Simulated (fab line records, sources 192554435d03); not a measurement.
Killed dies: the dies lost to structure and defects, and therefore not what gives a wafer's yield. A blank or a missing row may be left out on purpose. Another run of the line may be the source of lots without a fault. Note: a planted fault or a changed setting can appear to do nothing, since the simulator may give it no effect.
fab line records	flow n5Finfet
[record] lots = 3	wafers = 9	lastDay = 17
route steps=1938 shown BEOL_M4@1099 BEOL_M5@1112 PASSIVATION@1915
lots untouched by any fault: they come from a run of this same line in which no faults occurred
startH: start of the lot's first displayed wafer, in hours after the record's first day	waitH: hours from the lot's prior step to this one	" unchanged from the row above	L1.1+2: a single row standing in for several wafers	- no value, or no start given	* or withheld: withheld	< > ~ a bound
route shown NAME@n: a module of which the file shows steps, and the number in the route of the first	usual: average and standard deviation across the fault-free wafers	same: alike in all rows	chamber/n: place in a boat	sites: readings site by site	_std_site: standard deviation of those values	_edge_site: the outer-site mean with the inner-site mean subtracted	radiusMm: how far each site lies from the wafer's centre	mask NAME#n: copy n	behind: the last tool/chamber to shape the wafer	hold: why the lot went on hold/how many hours it stayed there/how the hold came to an end	device: which transistor (n, p or np) failed to switch	end of line: the route-end tests of the same wafers	step lacking rows: just its recipe	killed: count of dies lost to structure and defects at first sort (not the wafer's yield)	map: a wafer's dies, marking killed ones x, the rest . and places with no die _
set.NAME: the setting that was run; set.NAME@STEP: the one run at that earlier step	model.NAME: the simulator's own value behind a step, which no gauge read
certain route steps with their lots: each step a table, each wafer a row
services: the hour from which a tool's chamber was out of use, counted from the record's first day as startH (under 0 if before that day), plus the number of hours and why
[[steps]]
[step N5_BEOL_M4_ANNEAL_95]
[recipe] tempC = 400	timeS = 240	ambient = vacuum
[step N5_BEOL_M4_SPUTTER_96]
[recipe] material = Cu	targetThkA = 45	tempC = -20	chamberPressurePa = 0.07	powerW = withheld	timeS = 8.29
[step N5_BEOL_M4_ECD_50]
[recipe] material = Cu	targetThkA = 3000
[step N5_BEOL_M4_ANNEAL_51]
[recipe] tempC = 225	timeS = 90	ambient = N2
[step N5_BEOL_M4_CMP_52]
[recipe] stopOn = SiOC	tOverpolishS = 6.8	downForcePsi = 1	platenRpm = 50	clearingPlatenDownForcePsi = 1.5	clearingPlatenRpm = 50	postCmpClean = cuAlkaline	targetThkNm = 40	clearingPlatenPadVelocityMS = 0.99484	padVelocityMS = 0.99484
[step N5_BEOL_M4_PRE_CLEAN_60]
[recipe] gas = NH3/H2	timeS = 15	tempC = *	rfPowerW = 300
[step N5_BEOL_M4_CO_CAP_55]
[recipe] material = Co	targetThkA = 20	tempC = 200	precursor = CCTBA/H2	pressureTorr = 30	timeS = 102.1
[step N5_BEOL_M4_PRE_CLEAN_56]
[recipe] gas = NH3	timeS = 15	tempC = withheld	rfPowerW = 300
[step N5_BEOL_M4_DEP_57]
[recipe] material = SiCN	targetThkA = 80	tempC = withheld	precursor = 3MS/NH3	pressureTorr = 3	rfW = 202	timeS = 14
[step N5_BEOL_M4_RC_MEAS_101]
[usual] DIBL_N = 35.9/1.3	DIBL_P = 35.9/1.6	IOFF_N = 0.156/0.022	IOFF_P = 0.205/0.023	ION_N = 675/9	ION_P = 463/5.6	SS_N = 71.4/0.57	SS_P = 73.1/0.52	VT_N = 249.7/2.8	VT_P = -250.2/2.5
lot.wafer	tool	chamber	startH	waitH	DIBL_N[mV/V]	DIBL_P[mV/V]	IOFF_N[nA/um]	IOFF_P[nA/um]	ION_N[uA/um]	ION_P[uA/um]	SS_N[mV/dec]	SS_P[mV/dec]	VT_N[mV]	VT_P[mV]
L768.3	prober-02	0	233.28	0.3	36.6	35.9	0.159	0.220	682	467	71.4	72.7	248.3	-248.0
L768.4	"	0	"	"	34.5	33.8	0.131	0.188	680	460	71.2	72.5	251.7	-251.3
L768.5	"	0	"	"	37.5	37.5	0.188	0.251	693	467	71.5	73.6	245.9	-246.2
L769.4	prober-02	0	236.36	0.5	35.5	35.0	0.156	0.224	672	477	71.5	73.0	248.9	-246.1
L769.5	"	0	"	"	35.9	35.3	0.160	0.226	675	469	72.8	72.4	250.4	-247.3
L769.6	"	0	"	"	36.7	35.7	0.162	0.224	676	466	71.8	72.9	248.6	-246.2
L779.1	prober-02	0	298.27	0.0	37.7	36.7	0.173	0.202	683	462	71.7	73.5	249.6	-254.5
L779.4	"	0	"	"	37.9	36.8	0.175	0.203	681	460	72.3	73.8	248.5	-252.4
L779.5	"	0	"	"	39.2	38.4	0.201	0.235	679	462	72.1	73.6	249.6	-252.1
[step N5_BEOL_M5_ILD_DEP_00]
[recipe] material = SiCOH_lowk	targetThkA = 1406.4	tempC = 300	precursor = DEMS/porogen	pressureTorr = 5	rfW = 500	timeS = 25.9
[step N5_BEOL_M5_CURE_79]
[recipe] tempC = 385	timeS = 240	ambient = He/Ar	material = SiCOH_lowk
[step N5_BEOL_M5_PECVD_70]
[recipe] material = SiO2	targetThkA = 160	tempC = 400	precursor = TEOS/O2	pressureTorr = 5.5	rfW = 450	teosFlowSccm = 53.8	gas = O2	flowSccm = 3000	timeS = 18
[step N5_BEOL_M5_HM_DEP_02]
[recipe] material = TiN	targetThkA = 200	tempC = 25	chamberPressurePa = 0.49996
[step N5_BEOL_M5_COAT_59]
[recipe] resist = SOC	tempC = 250	timeS = 60	spinRpm = 1500	resistThkNm = 60
[step N5_BEOL_M5_COAT_60]
[recipe] resist = SiARC	tempC = 220	timeS = 60	spinRpm = 1500	resistThkNm = 12
[step N5_BEOL_M5_COAT_71]
[recipe] resist = underlayer	tempC = 205	timeS = 60	spinRpm = 1500	resistThkNm = 5
[step N5_BEOL_M5_COAT_05]
[recipe] resist = CAR-EUV	spinRpm = 1500	resistThkNm = 30
[step N5_BEOL_M5_EBR_07]
[recipe] solvent = PGMEA	ebrWidthMm = 1.5
[step N5_BEOL_M5_SOFTBAKE_06]
[recipe] tempC = 110	timeS = 60	resist = CAR-EUV
[step N5_BEOL_M5_EXPOSE_08]
[recipe] maskId = M5	na = 0.33	sourceShape = annular	sigmaInner = 0.4	sigmaOuter = 0.8	polarization = unpolarized	targetCdNm = 28	doseMj = 35.75
[step N5_BEOL_M5_PEB_09]
[recipe] pebTempC = 100	pebTimeS = 60	resist = CAR-EUV
[step N5_BEOL_M5_DEVELOP_10]
[recipe] developTimeS = 30	developer = TMAH	resist = CAR-EUV	rinseLiquid = surfactantRinse	dry = airSpin	devTempC = 23
[step N5_BEOL_M5_DESCUM_16]
[recipe] chemistry = O2	timeS = 7	sourcePowerW = 50	biasPowerW = 20	pressureMtorr = 20	rfFrequencyHz = 2.712e+07	tempC = 40	resist = CAR-EUV	o2FlowSccm = 225
[step N5_BEOL_M5_ETCH_72]
[recipe] chemistry = N2/H2	target = underlayer	targetDepthA = 65	maskMaterial = CAR-EUV	timeS = 5.2	ionEnergyEv = 200	pressureMtorr = 30	sourceW = 840	biasW = 150	n2FlowSccm = 200	h2FlowSccm = 200	ends = cleared
[step N5_BEOL_M5_ETCH_61]
[recipe] chemistry = CF4	target = SiARC	targetDepthA = 156	maskMaterial = CAR-EUV	timeS = 26	ionEnergyEv = 80	pressureMtorr = 40	sourceW = 545	biasW = 36	Ar_flow_sccm = 100	cf4FlowSccm = 100	ends = cleared
[step N5_BEOL_M5_ETCH_62]
[recipe] chemistry = N2/H2	target = SOC	targetDepthA = 750	overetchA = 150	maskMaterial = SiARC	tempC = 40	timeS = 112.5	ionEnergyEv = 200	pressureMtorr = 30	sourceW = 840	biasW = 150	n2FlowSccm = 200	h2FlowSccm = 200
[step N5_BEOL_M5_STRIP_63]
[recipe] chemistry = N2/H2	tempC = 40	n2FlowSccm = 200	h2FlowSccm = 200	rfFrequencyHz = 6e+07
[step N5_BEOL_M5_STRIP_73]
[recipe] chemistry = N2/H2	tempC = 40	n2FlowSccm = 200	h2FlowSccm = 200	rfFrequencyHz = 6e+07
[step N5_BEOL_M5_STRIP_64]
[recipe] chemistry = CF4	resist = SiARC	powerW = 300	biasPowerW = 75	pressureMtorr = 50	cf4FlowSccm = 150	rfFrequencyHz = 6e+07
[step N5_BEOL_M5_HM_OPEN_17]
[recipe] chemistry = Cl2/BCl3	targetDepthA = 200	overetchA = 60	target = TiN	maskMaterial = SOC	ionEnergyEv = 150	pressureMtorr = 10	icpW = 1000	biasW = 126	Cl2_flow_sccm = 53.25	bcl3FlowSccm = 21.75	Ar_flow_sccm = 25
[step N5_BEOL_M5_STRIP_19]
[recipe] chemistry = O2	powerW = 400	tempC = 40	pressureMtorr = 30	rfFrequencyHz = 6e+07	biasPowerW = 0	overashFraction = 0.2	o2FlowSccm = 225
[step N5_BEOL_M5_COAT_65]
[recipe] resist = SOC	tempC = 250	timeS = 60	spinRpm = 1500	resistThkNm = 60
[step N5_BEOL_M5_COAT_66]
[recipe] resist = SiARC	tempC = 220	timeS = 60	spinRpm = 1500	resistThkNm = 12
[step N5_PASSIVATION_PECVD_53]
[recipe] material = SiO2	targetThkA = 8000	tempC = 400	precursor = TEOS/O2	pressureTorr = 6.5	rfW = withheld	teosFlowSccm = withheld	gas = O2	flowSccm = 2650	timeS = 169.4
[usual] runLengthS = 197.2/0.61
lot.wafer	tool	chamber	startH	waitH	runLengthS	sinceWetCleanH	model.SiO2_of_PASSIVATION_PECVD_53.thkNm
L768.3	pecvd-02	2	335.69	0.0	196.6	467	794.8
L768.4	"	1	"	"	197.1	-	801.2
L768.5	"	0	"	"	197.2	-	803.4
L769.4	pecvd-02	2	342.01	0.1	209.5	-	872.8
L769.5	"	1	"	"	197.2	-	804.6
L769.6	"	0	"	"	196.9	-	800
L779.1	pecvd-04	2	405.29	0.0	197.7	355	798
L779.4	"	1	"	"	197.8	-	802
L779.5	"	2	"	"	197.4	-	808.2
[step N5_PASSIVATION_PROBE_49]
[usual] defectLimitedYield = 91.3/1.4	killed_at_M0_to_M3 = 35/11	killed_at_M4_up = 14/5.4	killedAtContacts = 12/6.2	killedAtFrontEnd = 38/11	killedAtOther = 4.1/2.8	killedDies = 103/17	killedOpen = 66/13	killedShort = 34/8.2	sort_bin_5_function = 5.1/0.89	sort_bin_6_memory = 3.3/0.72	sortNPass = 1077/17	sortYieldPct = 91.3/1.4
[same] grossDies = 1180	killedAtBackSide = 0	sort_bin_4_leakage[%] = 0	sort_bin_8_speed[%] = 0
lot.wafer	tool	chamber	startH	waitH	defectLimitedYield[%]	killed_at_M0_to_M3	killed_at_M4_up	killedAtContacts	killedAtFrontEnd	killedAtOther	killedDies	killedOpen	killedShort	sort_bin_5_function[%]	sort_bin_6_memory[%]	sortNPass	sortYieldPct[%]
L768.5	prober-02	-	339.61	0.2	87.7	56	12	19	53	5	145	81	59	5.7	6.0	1035	87.7
L769.4	prober-02	-	346.12	0.2	69.7	35	9	12	44	258	358	66	36	26.9	3.2	822	69.7
L769.5	prober-02	-	346.17	0.2	90.3	17	22	5	69	2	115	71	40	6.4	2.8	1065	90.3
L769.6	prober-02	-	346.22	0.3	92.7	20	17	9	36	4	86	53	29	4.2	2.8	1094	92.7
// killed by level:class
L768.5 BEOL_M0_SAQP:geometricParticle:open=16 MOL_CONTACT_COAG:geometricParticle:open=13 BEOL_M0_SAQP:geometricParticle:short=13 BEOL_M2:geometricParticle:open=11 FIN_SAQP:geometricParticle:open=9 FIN_SAQP:geometricParticle:short=7 MOL_CONTACT_COAG:geometricParticle:short=6 DUMMY_GATE:geometricParticle:open=6
L769.4 PASSIVATION:areaPecvd=253 BEOL_M0_SAQP:geometricParticle:open=14 STI_FIN_REVEAL:geometricParticle:open=12 MOL_CONTACT_COAG:geometricParticle:open=10 BEOL_M0_SAQP:geometricParticle:short=8 FIN_SAQP:geometricParticle:open=6 ILD0:geometricParticle:short=5 FIN_SAQP:geometricParticle:short=4
L769.5 FIN_SAQP:geometricParticle:open=19 STI_FIN_REVEAL:geometricParticle:open=12 FIN_SAQP:geometricParticle:short=10 GATE_CUT:geometricParticle:short=5 BEOL_M3:geometricParticle:open=5 BEOL_M4:geometricParticle:open=5 ILD0:geometricParticle:open=4 STI_FIN_REVEAL:geometricParticle:short=4
L769.6 BEOL_M0_SAQP:geometricParticle:open=8 FIN_SAQP:geometricParticle:short=7 STI_FIN_REVEAL:geometricParticle:open=6 MOL_CONTACT_COAG:geometricParticle:open=6 BEOL_M0_SAQP:geometricParticle:short=5 STARTING-WAFER:geometricParticle:open=5 FIN_SAQP:geometricParticle:open=4 ILD0:geometricParticle:open=4
// map L769.4 (x killed, . not)
_________________............________________
______________......x.x........._____________
___________..............x.........__________
__________............x............._________
________............x............x...._______
_______.......................x..x..x..______
______.................x..xx..x..x......_____
_____..............x.xx...xx.........x...____
____..........x.xxxx..xx....x......x......___
___x.............xxx.xxx..xx.....xx........__
___........x....x.xx..x.x.x.x..x.xxx.......__
__.........x....xxxx.xxxxx..xxxx...........x_
__.xx.x....x..xxxxxxxx.xxxxxxx...x..xx.x...._
_.x......xxxx.x.xxxxxxxxxxxxxxxxx..xx.x.....x
_..........xx.xxxxxx.xxx.xxxxxxxx.........x..
_.....x.....xxxxxxxxxxxx.xxxx.xxx.x...xx.....
_..........x.xxxxxxxxxxxxxxxxxxx.x..x.xx.....
_.........xxx.x.xxxx.xxxxxxx..x.xx.x.........
_..x......xx.xx.xxxxxxxxxx.xxxxxx.xx.........
_........xx.xxxxxx.xxxxx.xxxxxxx..x..........
_.......xxx..x...xx.xxxxxxxxxxx.....xxx......
__.....x..x..xx.xxxxxxxxxx...xx.x.....x....._
__.x.....x.x...xxx.x..x.xxxxx.xx..x........._
___......x....xx.x...x...xxx..xx......x....__
___..............x......x.x.x.x.xx.......x.__
____..x.........xx..x.xxxxx...xxx.x.......___
_____..............x.x..x..xx............____
______.x......x.x....xx................._____
_______...............x.x.x.........x..______
________....x...x............x.x......_______
__________.........x....x..........._________
___________.......x...........x.x..__________
______________.................._____________
_________________.....x..x...________________
// map L768.5 (x killed, . not)
_________________......x.x...________________
______________..........x...xx.._____________
___________........................__________
__________x....x.........x....x....._________
________.............x................_______
_______...................x............______
______....xx............................_____
_____...x....x...x....x..................____
____..........x.........x.x..x..x....x....___
___xx...x....x................x............__
___......xx..x....................x...x....__
__...x.x.xx....x.........x.................._
__...x..x.........x.x.........x....x........_
_...xx...........x.x..x......................
_.....................................xx.....
_x................x..........................
_....x.x..................x.x......x......x..
_x..x.....x.....x..x..........x............x.
_......xx.x....x.xx.....x....xx........xx.x..
_.x.xx..........xx.......xx...........x......
_.......x.........x.x........x.....x.x.......
__..x.............x.........x.....x.....x..._
__x.......x........................x....x..._
___.....................x.x................__
___x....x....x......x......................__
____.....x....x............x....x...xxx..x___
_____.x.....x......x...x.......x...x....x____
______x......x.........x...........x...._____
_______..........x.....................______
________....xx............x..x.x....x._______
__________........x......x.........._________
___________...............x........__________
______________......x....x...x.._____________
_________________xx....xx...x________________
[[services]]
tool	chamber	startH	hours	kind
pecvd-02	2	349.91	6.0	repair
pecvd-04	1	394.76	2.1	scheduledDown
pecvd-02	-	404.87	2.8	pm
[[key]]
[firstSign] step = N5_PASSIVATION_PECVD_53	reading = runLengthS	direction = up	sigmas = 20	usual = *	struck = *
[effect] step = N5_PASSIVATION_PROBE_49	reading = killedAtOther	direction = up	sigmas = 91	usual = 4.1	struck = 258
[modelEffect] step = N5_PASSIVATION_PECVD_53	value = SiO2_of_PASSIVATION_PECVD_53.thkNm	without = 811.6	struck = 872.8
[moreKillsBornAt] N5_PASSIVATION_PECVD_53@pecvd-02 = 253
metAt N5_PASSIVATION_PECVD_53
struckWafers L769.4
onsetBetween 335.69 342.01
[fault] kind = processParameterDrift	tool = pecvd-02	chamber = 2	onsetH = 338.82	steps = N5_PASSIVATION_PECVD_53	channel = timeS	offset = *	shape = step	endH = 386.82	actsIn = *	stated = *
